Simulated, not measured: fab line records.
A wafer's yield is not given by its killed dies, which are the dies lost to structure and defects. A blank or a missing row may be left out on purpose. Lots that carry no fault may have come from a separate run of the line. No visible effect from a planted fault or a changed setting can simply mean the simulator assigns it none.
One fault through the eyes of 3 desks :: flow n5_finfet :: each desk has only its own numbers; what lay behind them comes last

== AT THE METROLOGY DESK ==
Lot by lot, what the gauges showed, no matter which tool ran the lot: averages of those sampled wafers that carry a number. The brackets show how far a lot's mean lies from the usual mean; more than 4 standard deviations puts the lot out of limits, marked OUT.
Columns: A = M13_RS at N5_BEOL_M13_RS_MEAS_54, usual 0.0449 ohm/sq; B = M14_ILD_THK at N5_BEOL_M14_THK_MEAS_01, usual 1118 nm
lot: L788
first seen here: day 11 04:27
A: 0.0446
B: 1134

lot: L789
first seen here: day 11 08:15
A: 0.0444
B: 1120

lot: L790
first seen here: day 11 23:41
A: 0.0454
B: 1102

lot: L794
first seen here: day 12 12:20
A: 0.0449
B: 1111

lot: L792
first seen here: day 12 13:04
A: 0.0449
B: 1120

lot: L793
first seen here: day 12 14:09
A: 0.0444
B: 1116

lot: L795
first seen here: day 13 01:43
A: 0.0447
B: 1123

lot: L796
first seen here: day 13 07:50
A: 0.0448
B: 1117

lot: L803
first seen here: day 14 13:57
A: 0.0449
B: 1107

lot: L807
first seen here: day 16 10:53
A: 0.0448
B: 1100

lot: L811
first seen here: day 17 21:02
A: 0.0444
B: 1134
This desk's finding: nothing out of limits on any of the 11 lots.

== AT THE TOOL OWNER'S DESK: rie_diel-06 ==
The tool's own readings at N5_BEOL_M14_ETCH_59 (etches BARC in N2/H2, target depth 89 nm, overetch 26.7 nm, time 67.9 s): means of the sampled wafers that have a number, for each lot that ran on this tool. The brackets show how far a lot's mean lies from the usual mean; more than 4 standard deviations puts the lot out of limits, marked OUT.
Columns: A = drypump_motor_current_A at N5_BEOL_M14_ETCH_59, usual 5.8 A; B = h2_flow_sccm at N5_BEOL_M14_ETCH_59, usual 200.0 sccm; C = oes_product_au at N5_BEOL_M14_ETCH_59, usual 0.70 a.u.; D = rf_vpp_V at N5_BEOL_M14_ETCH_59, usual 524.6 V; E = showerhead_plenum_p_Torr at N5_BEOL_M14_ETCH_59, usual 2.57 Torr; F = throttle_valve_pct at N5_BEOL_M14_ETCH_59, usual 17.80 %
lot: L794
first seen here: day 12 13:01
A: 5.8
B: 199.9
C: 0.66
D: 523.5
E: 2.51
F: 17.98

lot: L803
first seen here: day 14 14:38
A: 5.7
B: 193.1 (-12) OUT
C: 0.71
D: 528.4
E: 2.63
F: 17.53
This desk's finding: out of limits on L803; first on L803, day 14 14:38 (h2_flow_sccm at N5_BEOL_M14_ETCH_59). L794 stayed within limits.

== THE DEFECT DESK ==
What the inspections along the route counted, lot by lot: means of the sampled wafers that have a number. The brackets show how far a lot's mean lies from the usual mean; more than 4 standard deviations puts the lot out of limits, marked OUT.
Columns: A = raw_defect_count at N5_BEOL_M14_INSPECT_12, usual 2.0
lot: L788
first seen here: day 11 05:11
A: 2.7

lot: L789
first seen here: day 11 08:52
A: 1.0

lot: L790
first seen here: day 12 00:19
A: 1.3

lot: L794
first seen here: day 12 12:56
A: 2.0

lot: L792
first seen here: day 12 13:49
A: 2.0

lot: L793
first seen here: day 12 14:46
A: 2.0

lot: L795
first seen here: day 13 02:26
A: 1.7

lot: L796
first seen here: day 13 08:35
A: 0.7

lot: L803
first seen here: day 14 14:34
A: 2.3

lot: L807
first seen here: day 16 11:35
A: 1.7

lot: L811
first seen here: day 17 21:39
A: 2.3
This desk's finding: nothing out of limits on any of the 11 lots.

== BROUGHT TOGETHER ==
The tool owner's desk could have raised an alarm at day 14 14:38, on L803.
From the metrology desk's view, nothing was out of limits.
Nothing the defect desk looked at was out of limits.
The metrology desk has L803 on record, within its limits.
The defect desk has L803 on record, within its limits.
The lots listed all ran N5_BEOL_M14_ETCH_59 on rie_diel-06.

== WHAT THE SIMULATOR HAD PUT IN ==
rie_diel-06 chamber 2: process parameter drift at N5_BEOL_M14_ETCH_59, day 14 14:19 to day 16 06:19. Setting h2_flow_sccm shifted by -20 from 200. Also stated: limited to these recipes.
Lots struck among those shown: L803.
How many hours passed from the start of the fault until each desk's first out-of-limits reading: the tool owner's desk, 0.
